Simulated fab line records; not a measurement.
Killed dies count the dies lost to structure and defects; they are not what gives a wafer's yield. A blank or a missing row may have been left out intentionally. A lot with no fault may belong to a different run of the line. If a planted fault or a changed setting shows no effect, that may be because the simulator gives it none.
What tool caused it? ; flow nand-harc ; 33 wafers from 11 lots sampled at 5 of the route's 1302 steps

## WHAT EACH GAUGE READ, for each wafer
NHARC_END_SORT_01.
lot;measured;on;defect-limited-yield (%);killed-at-array;killed-at-other;killed-at-periphery;killed-dies;killed-open;killed-short;sort_bin_2_pct (%);sort_bin_3_pct (%);sort_bin_4_pct (%);sort-n-pass;sort-rim-yield-pct (%);sort-yield-pct (%)
L604;day 26 17:32;prober-02;89 92 90;67 54 59;0 1 0;5 2 9;72 57 68;6 3 3;2 1 1;3.1 3.7 3.2;1.2 0.3 0.9;6.4 4.4 5.9;605 620 609;93 92 91;89 92 90
L610;day 28 17:42;prober-01;87 88 88;90 72 73;0 2 3;1 4 2;91 78 78;5 3 1;4 5 4;5.9 3.1 4.6;0.6 1.6 1.0;6.9 6.8 5.9;586 599 599;88 92 89;87 88 88
L620;day 32 17:34;prober-01;88 88 87;73 78 81;0 0 0;6 2 4;79 80 85;3 2 3;3 6 6;4.0 5.0 5.0;1.0 1.5 1.0;6.6 5.3 6.5;598 597 592;90 94 96;88 88 87

## TOOL THAT RAN EACH LOT (tool first, then ch and the chambers of the sampled wafers, then the start)
lot;NHARC_P_M2_ETCH_35;NHARC_P_M2_STRIP_18;NHARC_P_M2_DEGAS_29;NHARC_P_M2_PVD_20
L601;rie-diel-01 ch 0,3, day 6 11:20;rie-diel-01 ch 0,3, day 6 11:40;pvd-sputter-01, day 6 12:22;pvd-sputter-01, no start
L604;rie-diel-01 ch 1,2, day 7 18:53;rie-diel-03 ch 1,2, day 7 19:11;pvd-sputter-01, day 7 19:49;pvd-sputter-01, day 26 17:32 or earlier
L606;rie-diel-01 ch 0,1,2, day 8 16:23;rie-diel-01 ch 1,3, day 8 16:41;pvd-sputter-02, day 8 17:19;pvd-sputter-02, no start
L608;rie-diel-05 ch 1,3, day 9 08:11;rie-diel-01 ch 0,1,2, day 9 08:30;pvd-sputter-03, day 9 09:07;pvd-sputter-03, no start
L610;rie-diel-03 ch 1,3, day 10 07:01;rie-diel-01 ch 1,2, day 10 07:19;pvd-sputter-01, day 10 07:58;pvd-sputter-01, day 28 17:42 or earlier
L615;rie-diel-03 ch 0,1,2, day 12 13:58;rie-diel-05 ch 1,2, day 12 14:16;pvd-sputter-03, day 12 14:54;pvd-sputter-03, no start
L617;rie-diel-03 ch 1,3, day 13 08:15;rie-diel-01 ch 1,3, day 13 08:34;pvd-sputter-01, day 13 09:12;pvd-sputter-01, no start
L620;rie-diel-01 ch 1,2,3, day 14 05:02;rie-diel-05 ch 0,1,3, day 14 05:20;pvd-sputter-02, day 14 07:35;pvd-sputter-02, day 32 17:34 or earlier
L621;rie-diel-05 ch 0,1,3, day 15 04:26;rie-diel-01 ch 0,1,2, day 15 04:47;pvd-sputter-01, day 15 05:22;pvd-sputter-01, no start
L623;rie-diel-03 ch 0,1,2, day 15 18:02;rie-diel-01 ch 0,2,3, day 15 18:19;pvd-sputter-01, day 15 18:58;pvd-sputter-01, no start
L624;rie-diel-01 ch 0,1, day 16 00:55;rie-diel-03 ch 2,3, day 16 01:13;pvd-sputter-01, day 16 01:51;pvd-sputter-01, no start
- NHARC_P_M2_ETCH_35: etches the open film in N2/H2, target depth 40 nm, overetch 12 nm, time 43.94 s.
- NHARC_P_M2_STRIP_18: strips in N2/H2.
- NHARC_P_M2_DEGAS_29: time 60 s.
- NHARC_P_M2_PVD_20: deposits TaN, target thk 5 nm, time 8.06 s.

## AS READ BY THE TOOLS THEMSELVES (means over the sampled wafers that have a number; for cases with no such wafer, the mark the record gives instead)
NHARC_P_M2_ETCH_35.
lot;tool;chamber-pressure-mTorr (mTorr);drypump-motor-current-A (A);oes-product-au (a.u.);rf-vpp-V (V);run-length-s (s);showerhead-plenum-p-Torr (Torr);throttle-valve-pct (%)
L601;rie-diel-01;30.029;5.0;1.009;434.1;65.0;2.18;14.167
L604;rie-diel-01;30.026;5.9;1.001;429.7;65.3;2.00;14.173
L606;rie-diel-01;30.003;5.4;1.001;432.8;65.5;2.09;14.177
L608;rie-diel-05;30.008;5.6;1.004;429.8;64.3;2.00;14.177
L610;rie-diel-03;29.995;5.7;1.003;428.8;65.4;1.97;14.172
L615;rie-diel-03;30.018;6.1;1.007;428.0;61.2;1.93;14.174
L617;rie-diel-03;29.968;6.1;1.003;427.5;57.8;1.97;14.174
L620;rie-diel-01;29.984;5.5;1.004;431.7;65.4;2.07;14.181
L621;rie-diel-05;29.996;5.5;0.999;430.0;64.7;2.04;14.167
L623;rie-diel-03;29.992;6.1;1.008;428.4;65.1;1.93;14.173
L624;rie-diel-01;30.021;5.1;1.003;434.1;65.1;2.17;14.167

NHARC_P_M2_STRIP_18.
lot;tool;chamber-pressure-mTorr (mTorr);drypump-motor-current-A (A);oes-product-au (a.u.);rf-vpp-V (V);showerhead-plenum-p-Torr (Torr);throttle-valve-pct (%)
L601;rie-diel-01;29.98;5.0;1.005;92.1;2.18;14.174
L604;rie-diel-03;30.01;6.2;1.004;89.9;1.95;14.160
L606;rie-diel-01;30.01;5.2;1.000;91.3;2.13;14.166
L608;rie-diel-01;30.02;5.4;0.999;90.4;2.09;14.166
L610;rie-diel-01;29.99;5.9;1.009;91.4;2.00;14.172
L615;rie-diel-05;30.03;5.5;1.005;91.4;2.10;14.170
L617;rie-diel-01;30.00;5.2;1.007;91.9;2.13;14.173
L620;rie-diel-05;29.99;5.5;1.006;90.5;2.04;14.168
L621;rie-diel-01;30.01;5.4;1.001;90.6;2.09;14.168
L623;rie-diel-01;30.01;5.5;1.003;91.1;2.09;14.170
L624;rie-diel-03;30.03;5.5;1.005;89.6;1.94;14.180

NHARC_P_M2_DEGAS_29.
lot;tool;heater-power-w (W)
L601;pvd-sputter-01;343
L604;pvd-sputter-01;352
L606;pvd-sputter-02;317
L608;pvd-sputter-03;331
L610;pvd-sputter-01;344
L615;pvd-sputter-03;325
L617;pvd-sputter-01;344
L620;pvd-sputter-02;329
L621;pvd-sputter-01;364
L623;pvd-sputter-01;368
L624;pvd-sputter-01;372

NHARC_P_M2_PVD_20.
lot;tool;throttle-valve-pct (%)
L601;pvd-sputter-01;29.5
L604;pvd-sputter-01;29.8
L606;pvd-sputter-02;30.1
L608;pvd-sputter-03;29.9
L610;pvd-sputter-01;29.2
L615;pvd-sputter-03;29.9
L617;pvd-sputter-01;29.8
L620;pvd-sputter-02;30.2
L621;pvd-sputter-01;29.4
L623;pvd-sputter-01;29.8
L624;pvd-sputter-01;29.6

## THE ANSWER, worked out from the rows above alone
Rule: what is usual is taken from the lots themselves. The widest of any qualifying gaps counts: lots, ordered by their means at a reading, are off when they make up no more than a third of the lots, leave a main group of 4 or more, and stand apart from it by 3 or more times the standard deviation of that group's means. Not used: any main group whose means are identical at the precision the tables above print for the reading. Also off: a lot with no number at a reading for which 4 or more lots have one. Where the step has rows for the other lots, those lots are counted as sound. The gauges are gone through in route order, then the tools' own readings, and for those a lot's mean is taken as printed above. At the first step where some lot is off, the reading lying furthest off is the one used; lots without a number count as furthest.
Off: L615, L617 (NHARC_P_M2_ETCH_35, run-length-s). For the main group the mean is 65.1 s and the standard deviation 0.36.
If a tool, at that step or one of the process steps before it, ran each lot that is off and ran no sound lot following the first of them, it fits. Not one of the candidates tried fits.

## WHAT THE SIMULATOR PUT IN
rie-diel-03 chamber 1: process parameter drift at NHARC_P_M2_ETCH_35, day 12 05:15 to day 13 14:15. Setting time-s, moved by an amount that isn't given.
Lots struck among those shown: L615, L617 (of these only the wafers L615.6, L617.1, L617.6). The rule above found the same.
